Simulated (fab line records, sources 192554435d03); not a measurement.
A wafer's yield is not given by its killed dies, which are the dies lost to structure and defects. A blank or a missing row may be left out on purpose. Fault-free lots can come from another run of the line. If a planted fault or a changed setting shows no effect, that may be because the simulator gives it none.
fab line records + flow n5_finfet
record
- lots=11
- wafers=32
- last_day=18
route steps=1938 shown BEOL_M2@901 BEOL_M4@1111
lots that met no fault: from a run of the same line without faults
start_h: hours from the record's first day to the start of the lot's first wafer shown + wait_h: time in hours since the lot's previous step + " identical to the entry in the row above + L1.1+2: several wafers, shown together as one row + - no value present, or no start provided + * or withheld: withheld + < > ~ a bound
route shown NAME@n: names a module that has steps shown in the file, with the first one's number in the route + usual: the fault-free wafers' mean and standard deviation + same: alike in all rows + chamber/n: place in a boat + sites: per-site readings + _std_site: the standard deviation of these + _edge_site: outer sites' mean less inner sites' + radius_mm: for every site, how far away it sits from the centre of the wafer + mask NAME#n: copy n + behind: the tool/chamber that last shaped the wafer + hold: the reason the lot was held/the length of the hold in hours/how it ended + device: which transistor (n, p or np) failed to switch + end of line: at the end of the route, the tests of the same wafers + where a step has no rows: the recipe by itself + killed: dies that structure and defects cost at the first sort, which is not the same as the wafer's yield + map: a wafer's dies, x killed, . not, _ none there
set.NAME: the setting that was run; set.NAME@STEP: the one run at that earlier step + model.NAME: the simulator's own value behind a step, which no gauge read
steps of the route over a sample of lots; a table a step, a row a wafer
services: a tool's chamber out of use, with start hour (start_h, from the record's first day; less than 0 if before it), hours out, and reason
## steps
# step N5_BEOL_M2_ALD_84
# recipe
- material=TaN
- target_thk_a=*
- temp_c=275
- ald_precursor_family=PDMAT
- ald_co_reactant=NH3
- pressure_torr=3
- carrier_flow_sccm=1500
- pulse_time_s=2
- purge_time_s=3
- co_reactant_purge_time_s=2
- co_reactant_pulse_time_s=3
- ald_cycles=30
- precursor_vessel_temp_c=75
- precursor_vessel_pressure_torr=26.25
- precursor_vessel_carrier_sccm=1000
# usual
- heater_power_w=454/45
# same
- co_reactant_purge_time_s=2
| lot.wafer | tool         | chamber | start_h | wait_h | heater_power_w |
|-----------|--------------|---------|---------|--------|----------------|
| L722.2    | ald_metal-03 | 2       | 138.16  | 0.0    | 440            |
| L722.4    | "            | 1       | "       | "      | 492            |
| L722.6    | "            | 1       | "       | "      | 498            |
| L723.1    | ald_metal-03 | 0       | 145.78  | 0.1    | 342            |
| L723.4    | "            | 3       | "       | "      | 483            |
| L723.5    | "            | 3       | "       | "      | 482            |
| L725.1    | ald_metal-04 | 0       | 157.93  | 0.1    | 420            |
| L725.5    | "            | 0       | "       | "      | 408            |
| L725.6    | "            | 1       | "       | "      | 449            |
| L726.1    | ald_metal-01 | 1       | 171.10  | 0.0    | 412            |
| L726.2    | "            | 3       | "       | "      | 430            |
| L726.3    | "            | 0       | "       | "      | 419            |
| L727.1    | ald_metal-04 | 1       | 177.97  | 0.0    | 465            |
| L727.3    | "            | 0       | "       | "      | 403            |
| L727.6    | "            | 2       | "       | "      | 500            |
| L728.1    | ald_metal-04 | 3       | 182.90  | 0.0    | 503            |
| L728.2    | "            | 1       | "       | "      | 453            |
| L728.5    | "            | 3       | "       | "      | 504            |
| L733.3    | ald_metal-04 | 1       | 209.14  | 0.0    | 440            |
| L733.5    | "            | 2       | "       | "      | 487            |
| L737.3    | ald_metal-03 | 1       | 235.67  | 0.2    | 495            |
| L737.4    | "            | 3       | "       | "      | 486            |
| L737.6    | "            | 0       | "       | "      | 343            |
| L741.2    | ald_metal-04 | 2       | 266.42  | 0.0    | 480            |
| L741.4    | "            | 3       | "       | "      | 496            |
| L741.5    | "            | 1       | "       | "      | 446            |
| L743.1    | ald_metal-04 | 1       | 289.84  | 0.0    | 451            |
| L743.4    | "            | 0       | "       | "      | 414            |
| L743.5    | "            | 1       | "       | "      | 453            |
| L744.1    | ald_metal-01 | 0       | 292.41  | 0.0    | 412            |
| L744.5    | "            | 0       | "       | "      | 403            |
| L744.6    | "            | 3       | "       | "      | 415            |
# step N5_BEOL_M2_ANNEAL_51
# recipe
- temp_c=225
- time_s=90
- ambient=N2
# usual
- wafer_temp_C_max=226.37/0.28
# same
- time_s=90
| lot.wafer | tool          | chamber | start_h | wait_h | wafer_temp_C_max |
|-----------|---------------|---------|---------|--------|------------------|
| L722.2    | rtp_anneal-01 | 0       | 140.69  | 0.2    | 226.19           |
| L722.4    | "             | 0       | "       | "      | 226.60           |
| L722.6    | "             | 0       | "       | "      | 226.37           |
| L723.1    | rtp_anneal-01 | 0       | 148.27  | 0.1    | 226.35           |
| L723.4    | "             | 0       | "       | "      | 227.00           |
| L723.5    | "             | 0       | "       | "      | 226.47           |
| L725.1    | rtp_anneal-02 | 0       | 161.94  | 0.1    | 226.30           |
| L725.5    | "             | 0       | "       | "      | 226.13           |
| L725.6    | "             | 0       | "       | "      | 226.35           |
| L726.1    | rtp_anneal-02 | 0       | 173.79  | 0.1    | 226.49           |
| L726.2    | "             | 0       | "       | "      | 226.49           |
| L726.3    | "             | 0       | "       | "      | 226.42           |
| L727.1    | rtp_anneal-01 | 0       | 180.64  | 0.1    | 226.27           |
| L727.3    | "             | 0       | "       | "      | 226.04           |
| L727.6    | "             | 0       | "       | "      | 226.33           |
| L728.1    | rtp_anneal-02 | 0       | 185.52  | 0.1    | 226.61           |
| L728.2    | "             | 0       | "       | "      | 226.32           |
| L728.5    | "             | 0       | "       | "      | 225.94           |
| L733.3    | rtp_anneal-01 | 0       | 211.79  | 0.1    | 226.84           |
| L733.5    | "             | 0       | "       | "      | 226.81           |
| L737.3    | rtp_anneal-01 | 0       | 238.32  | 0.1    | 226.29           |
| L737.4    | "             | 0       | "       | "      | 225.85           |
| L737.6    | "             | 0       | "       | "      | 226.35           |
| L741.2    | rtp_anneal-02 | 0       | 270.86  | 0.1    | 226.74           |
| L741.4    | "             | 0       | "       | "      | 226.60           |
| L741.5    | "             | 0       | "       | "      | 226.16           |
| L743.1    | rtp_anneal-01 | 0       | 292.90  | 0.4    | 225.97           |
| L743.4    | "             | 0       | "       | "      | 226.14           |
| L743.5    | "             | 0       | "       | "      | 226.98           |
| L744.1    | rtp_anneal-01 | 0       | 294.81  | 0.1    | 226.60           |
| L744.5    | "             | 0       | "       | "      | 226.49           |
| L744.6    | "             | 0       | "       | "      | 226.24           |
# step N5_BEOL_M2_PRE_CLEAN_60
# recipe
- gas=NH3/H2
- time_s=15
- temp_c=*
- rf_power_w=300
# usual
- heater_power_w=99/24
# same
- time_s=15
| lot.wafer | tool      | chamber | start_h | wait_h | heater_power_w |
|-----------|-----------|---------|---------|--------|----------------|
| L722.2    | cvd_co-01 | 2       | 141.50  | 0.0    | 65             |
| L722.4    | "         | 1       | "       | "      | 93             |
| L722.6    | "         | 2       | "       | "      | 64             |
| L723.1    | cvd_co-01 | 0       | 149.17  | 0.0    | 98             |
| L723.4    | "         | 1       | "       | "      | 92             |
| L723.5    | "         | 2       | "       | "      | 65             |
| L725.1    | cvd_co-02 | 2       | 162.57  | 0.0    | 98             |
| L725.5    | "         | 1       | "       | "      | 147            |
| L725.6    | "         | 2       | "       | "      | 96             |
| L726.1    | cvd_co-02 | 0       | 174.42  | 0.0    | 111            |
| L726.2    | "         | 2       | "       | "      | 98             |
| L726.3    | "         | 1       | "       | "      | 149            |
| L727.1    | cvd_co-02 | 1       | 181.27  | 0.0    | 150            |
| L727.3    | "         | 2       | "       | "      | 97             |
| L727.6    | "         | 0       | "       | "      | 109            |
| L728.1    | cvd_co-02 | 0       | 186.16  | 0.0    | 110            |
| L728.2    | "         | 2       | "       | "      | 97             |
| L728.5    | "         | 0       | "       | "      | 111            |
| L733.3    | cvd_co-02 | 0       | 212.33  | 0.0    | 113            |
| L733.5    | "         | 1       | "       | "      | 150            |
| L737.3    | cvd_co-01 | 0       | 238.86  | 0.0    | 93             |
| L737.4    | "         | 2       | "       | "      | 66             |
| L737.6    | "         | 0       | "       | "      | 95             |
| L741.2    | cvd_co-02 | 0       | 271.44  | 0.0    | 110            |
| L741.4    | "         | 2       | "       | "      | 98             |
| L741.5    | "         | 1       | "       | "      | 156            |
| L743.1    | cvd_co-02 | 0       | 293.55  | 0.0    | 111            |
| L743.4    | "         | 2       | "       | "      | 97             |
| L743.5    | "         | 0       | "       | "      | 114            |
| L744.1    | cvd_co-01 | 0       | 295.44  | 0.0    | 95             |
| L744.5    | "         | 1       | "       | "      | 96             |
| L744.6    | "         | 2       | "       | "      | 67             |
# step N5_BEOL_M2_CO_CAP_55
# recipe
- material=Co
- target_thk_a=20
- temp_c=200
- precursor=CCTBA/H2
- pressure_torr=30
- time_s=102.1
# usual
- heater_power_w=254/31
- run_length_s=124.7/0.45
| lot.wafer | tool      | chamber | start_h | wait_h | heater_power_w | run_length_s |
|-----------|-----------|---------|---------|--------|----------------|--------------|
| L722.2    | cvd_co-01 | 2       | 141.54  | 0.0    | 215            | 125.6        |
| L722.4    | "         | 1       | "       | "      | 246            | 125.6        |
| L722.6    | "         | 2       | "       | "      | 213            | 125.0        |
| L723.1    | cvd_co-01 | 0       | 149.21  | 0.0    | 248            | 124.0        |
| L723.4    | "         | 1       | "       | "      | 245            | 125.2        |
| L723.5    | "         | 2       | "       | "      | 207            | 124.6        |
| L725.1    | cvd_co-02 | 2       | 162.61  | 0.0    | 249            | 124.7        |
| L725.5    | "         | 1       | "       | "      | 314            | 124.8        |
| L725.6    | "         | 2       | "       | "      | 248            | 124.8        |
| L726.1    | cvd_co-02 | 0       | 174.46  | 0.0    | 270            | 124.8        |
| L726.2    | "         | 2       | "       | "      | 249            | 124.5        |
| L726.3    | "         | 1       | "       | "      | 319            | 125.2        |
| L727.1    | cvd_co-02 | 1       | 181.31  | 0.0    | 312            | 70.8         |
| L727.3    | "         | 2       | "       | "      | 247            | 69.7         |
| L727.6    | "         | 0       | "       | "      | 270            | 124.5        |
| L728.1    | cvd_co-02 | 0       | 186.20  | 0.0    | 268            | 69.7         |
| L728.2    | "         | 2       | "       | "      | 244            | 124.4        |
| L728.5    | "         | 0       | "       | "      | 269            | 124.4        |
| L733.3    | cvd_co-02 | 0       | 212.37  | 0.0    | 284            | 69.7         |
| L733.5    | "         | 1       | "       | "      | 314            | 125.6        |
| L737.3    | cvd_co-01 | 0       | 238.90  | 0.0    | 254            | 124.0        |
| L737.4    | "         | 2       | "       | "      | 216            | 124.6        |
| L737.6    | "         | 0       | "       | "      | 245            | 124.2        |
| L741.2    | cvd_co-02 | 0       | 271.48  | 0.0    | 270            | 124.5        |
| L741.4    | "         | 2       | "       | "      | 247            | 124.8        |
| L741.5    | "         | 1       | "       | "      | 323            | 124.9        |
| L743.1    | cvd_co-02 | 0       | 293.59  | 0.0    | 272            | 124.0        |
| L743.4    | "         | 2       | "       | "      | 254            | 124.1        |
| L743.5    | "         | 0       | "       | "      | 266            | 124.2        |
| L744.1    | cvd_co-01 | 0       | 295.48  | 0.0    | 254            | 124.7        |
| L744.5    | "         | 1       | "       | "      | 249            | 125.2        |
| L744.6    | "         | 2       | "       | "      | 213            | 125.5        |
# step N5_BEOL_M4_RC_MEAS_101
# usual
- DIBL_N=36.0/2.5
- DIBL_P=36.7/3
- IOFF_N=0.16/0.043
- IOFF_P=0.21/0.049
- ION_N=673/15
- ION_P=461/9.8
- SS_N=71.5/0.83
- SS_P=73.4/0.83
- VT_N=250/4
- VT_P=-251/4
| lot.wafer | tool      | chamber | start_h | wait_h | DIBL_N[mV/V] | DIBL_P[mV/V] | IOFF_N[nA/um] | IOFF_P[nA/um] | ION_N[uA/um] | ION_P[uA/um] | SS_N[mV/dec] | SS_P[mV/dec] | VT_N[mV] | VT_P[mV] |
|-----------|-----------|---------|---------|--------|--------------|--------------|---------------|---------------|--------------|--------------|--------------|--------------|----------|----------|
| L722.2    | prober-02 | 0       | 160.81  | 0.2    | 41.7         | 41.5         | 0.27          | 0.30          | 687          | 465          | 73.2         | 75.1         | 244      | -247     |
| L722.4    | "         | 0       | "       | "      | 36.4         | 34.4         | 0.14          | 0.17          | 663          | 449          | 71.2         | 73.3         | 255      | -257     |
| L722.6    | "         | 0       | "       | "      | 36.7         | 34.5         | 0.15          | 0.18          | 664          | 449          | 71.7         | 74.0         | 255      | -255     |
| L723.1    | prober-02 | 0       | 180.56  | 0.0    | 36.6         | 37.3         | 0.18          | 0.19          | 697          | 468          | 71.9         | 74.1         | 248      | -254     |
| L723.4    | "         | 0       | "       | "      | 38.3         | 38.7         | 0.20          | 0.22          | 686          | 459          | 72.2         | 74.5         | 247      | -251     |
| L723.5    | "         | 0       | "       | "      | 34.3         | 34.4         | 0.13          | 0.16          | 676          | 463          | 70.9         | 73.0         | 254      | -255     |
| L725.1    | prober-01 | 0       | 186.86  | 0.0    | 29.9         | 30.0         | 0.09          | 0.13          | 677          | 470          | 69.7         | 71.6         | 256      | -257     |
| L725.5    | "         | 0       | "       | "      | 35.4         | 36.9         | 0.16          | 0.22          | 671          | 467          | 71.6         | 72.5         | 245      | -249     |
| L725.6    | "         | 0       | "       | "      | 32.0         | 32.9         | 0.11          | 0.17          | 675          | 475          | 71.5         | 71.8         | 254      | -250     |
| L726.1    | prober-01 | 0       | 192.36  | 0.0    | 40.5         | 41.9         | 0.23          | 0.29          | 687          | 465          | 72.0         | 73.8         | 244      | -245     |
| L726.2    | "         | 0       | "       | "      | 32.2         | 32.5         | 0.09          | 0.15          | 647          | 452          | 69.8         | 71.4         | 258      | -253     |
| L726.3    | "         | 0       | "       | "      | 38.0         | 39.1         | 0.18          | 0.24          | 681          | 465          | 71.5         | 73.0         | 248      | -247     |
| L727.1    | prober-01 | 0       | 199.92  | 0.0    | 34.7         | 36.8         | 0.13          | 0.22          | 668          | 469          | 71.1         | 74.0         | 250      | -248     |
| L727.3    | "         | 0       | "       | "      | 39.3         | 41.9         | 0.24          | 0.32          | 697          | 476          | 72.0         | 74.6         | 244      | -243     |
| L727.6    | "         | 0       | "       | "      | 35.2         | 37.8         | 0.14          | 0.23          | 660          | 461          | 70.2         | 74.2         | 253      | -248     |
| L728.1    | prober-02 | 0       | 212.67  | 0.0    | 30.3         | 32.5         | 0.10          | 0.14          | 645          | 441          | 71.2         | 71.8         | 256      | -257     |
| L728.2    | "         | 0       | "       | "      | 31.6         | 34.5         | 0.12          | 0.16          | 651          | 453          | 70.9         | 72.6         | 252      | -254     |
| L728.5    | "         | 0       | "       | "      | 36.3         | 39.7         | 0.23          | 0.26          | 681          | 464          | 73.6         | 73.7         | 244      | -246     |
| L733.3    | prober-02 | 0       | 237.41  | 0.3    | 34.7         | 31.4         | 0.11          | 0.18          | 651          | 455          | 71.0         | 72.2         | 256      | -248     |
| L733.5    | "         | 0       | "       | "      | 35.0         | 31.5         | 0.13          | 0.20          | 662          | 466          | 70.8         | 72.7         | 253      | -248     |
| L737.3    | prober-01 | 0       | 270.19  | 0.3    | 34.1         | 34.3         | 0.12          | 0.15          | 682          | 458          | 70.1         | 72.9         | 251      | -257     |
| L737.4    | "         | 0       | "       | "      | 37.5         | 37.5         | 0.18          | 0.20          | 693          | 462          | 72.1         | 74.3         | 249      | -252     |
| L737.6    | "         | 0       | "       | "      | 33.7         | 34.6         | 0.12          | 0.17          | 666          | 460          | 71.0         | 73.0         | 253      | -252     |
| L741.2    | prober-01 | 0       | 296.14  | 0.2    | 37.2         | 38.7         | 0.19          | 0.26          | 677          | 464          | 71.9         | 73.6         | 248      | -248     |
| L741.4    | "         | 0       | "       | "      | 33.4         | 33.9         | 0.13          | 0.19          | 662          | 463          | 70.9         | 72.9         | 253      | -250     |
| L741.5    | "         | 0       | "       | "      | 34.2         | 34.3         | 0.15          | 0.20          | 682          | 472          | 71.5         | 72.6         | 246      | -249     |
| L743.1    | prober-01 | 0       | 319.88  | 0.0    | 36.6         | 39.2         | 0.19          | 0.24          | 694          | 479          | 70.8         | 73.8         | 242      | -249     |
| L743.4    | "         | 0       | "       | "      | 35.8         | 38.0         | 0.16          | 0.21          | 684          | 469          | 71.7         | 73.5         | 248      | -251     |
| L743.5    | "         | 0       | "       | "      | 35.0         | 36.9         | 0.14          | 0.20          | 669          | 461          | 71.0         | 73.1         | 252      | -250     |
| L744.1    | prober-01 | 0       | 325.33  | 0.0    | 35.6         | 36.6         | 0.14          | 0.17          | 672          | 454          | 71.1         | 72.9         | 252      | -256     |
| L744.5    | "         | 0       | "       | "      | 37.2         | 38.3         | 0.17          | 0.19          | 683          | 463          | 71.8         | 73.6         | 251      | -254     |
| L744.6    | "         | 0       | "       | "      | 35.3         | 36.1         | 0.13          | 0.16          | 650          | 445          | 70.9         | 73.2         | 254      | -258     |
## services
| tool          | chamber | start_h | hours | kind           |
|---------------|---------|---------|-------|----------------|
| cvd_co-01     | 1       | 114.75  | -     | clean          |
| cvd_co-01     | 1       | 114.75  | 22.0  | scheduled_down |
| cvd_co-01     | 1       | 114.75  | 22.0  | vent_cycle     |
| ald_metal-01  | 2       | 118.96  | 10.5  | repair         |
| ald_metal-04  | -       | 124.50  | 0.8   | repair         |
| cvd_co-02     | -       | 140.44  | 0.7   | repair         |
| rtp_anneal-01 | -       | 159.41  | 5.1   | pm             |
| ald_metal-01  | -       | 161.44  | 8.7   | pm             |
| ald_metal-03  | -       | 195.59  | 0.6   | repair         |
| ald_metal-04  | -       | 197.69  | 0.3   | repair         |
| ald_metal-03  | -       | 203.08  | 0.5   | repair         |
| ald_metal-04  | -       | 231.06  | 8.7   | pm             |
| cvd_co-01     | 0       | 244.46  | 12.5  | repair         |
| cvd_co-02     | -       | 244.92  | 1.4   | repair         |
| ald_metal-04  | 0       | 263.19  | 7.0   | repair         |
## key
first_sign
- step=N5_BEOL_M2_CO_CAP_55
- reading=run_length_s
- direction=down
- sigmas=99+
- usual=*
- struck=*
effect none on later readings
met_at N5_BEOL_M2_CO_CAP_55
struck_lots L727,L728,L733
struck_wafers L727.1,L727.3,L728.1,L733.3
not_acting_at N5_BEOL_M2_ALD_84,N5_BEOL_M2_ANNEAL_51,N5_BEOL_M2_PRE_CLEAN_60
onset_between 174.46 181.31
fault
- kind=process_parameter_drift
- tool=cvd_co-02
- chamber=-
- onset_h=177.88
- steps=N5_BEOL_M2_CO_CAP_55
- channel=time_s
- offset=*
- shape=step
- end_h=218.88
- scope=struck_wafers_only
- acts_in=*
- stated=*
